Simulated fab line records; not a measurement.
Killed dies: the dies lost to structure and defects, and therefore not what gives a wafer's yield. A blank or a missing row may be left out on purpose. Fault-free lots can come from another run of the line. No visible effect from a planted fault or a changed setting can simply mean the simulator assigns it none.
Chamber matching -- flow n5Finfet -- 4 sister chambers for N5_BEOL_M5_ETCH_75 on rieDiel-02
The step etches underlayer in N2/H2, target depth 6.5 nm, time 5.2 s. 4 wafers are shown with their chamber, then 9 later ones without.

== WAFERS PAIRED WITH THEIR CHAMBERS ==
wafer,chamber,showerheadPlenumPTorr (Torr)
L083.1,3,2.50
L087.3,0,2.55
L086.4,1,2.50
L086.6,2,2.57

== WAFERS MISSING THEIR CHAMBER ==
wafer,showerheadPlenumPTorr (Torr)
L090.2,2.55
L090.4,2.50
L090.5,2.50
L094.2,2.50
L094.3,2.57
L094.5,2.50
L096.4,2.49
L096.5,2.49
L096.6,2.54

== WHICH CHAMBER EACH ONE RAN IN ==
wafer,from the rows above,in truth
L090.2,0,0
L090.4,can't be placed: 1 or 3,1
L090.5,can't be placed: 1 or 3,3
L094.2,can't be placed: 1 or 3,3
L094.3,2,2
L094.5,can't be placed: 1 or 3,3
L096.4,can't be placed: 1 or 3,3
L096.5,can't be placed: 1 or 3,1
L096.6,0,0
Correctly placed: 3 of 9. Not placeable from these rows: 6 (in 6, the candidates include the true chamber). Number placed wrongly: 0.
How it was worked out, from the rows above alone: a wafer's distance from a chamber is the root of the sum, over the readings, of the square of ((its reading less the chamber's mean) divided by the reading's scatter). If the next closest chamber is less than 2 further off than the closest, the wafer can't be placed; otherwise it belongs to the closest. A chamber's mean is the mean of its shown wafers. The scatter: root of mean squared gap, hidden wafer to nearest shown wafer, with one shown wafer a chamber.
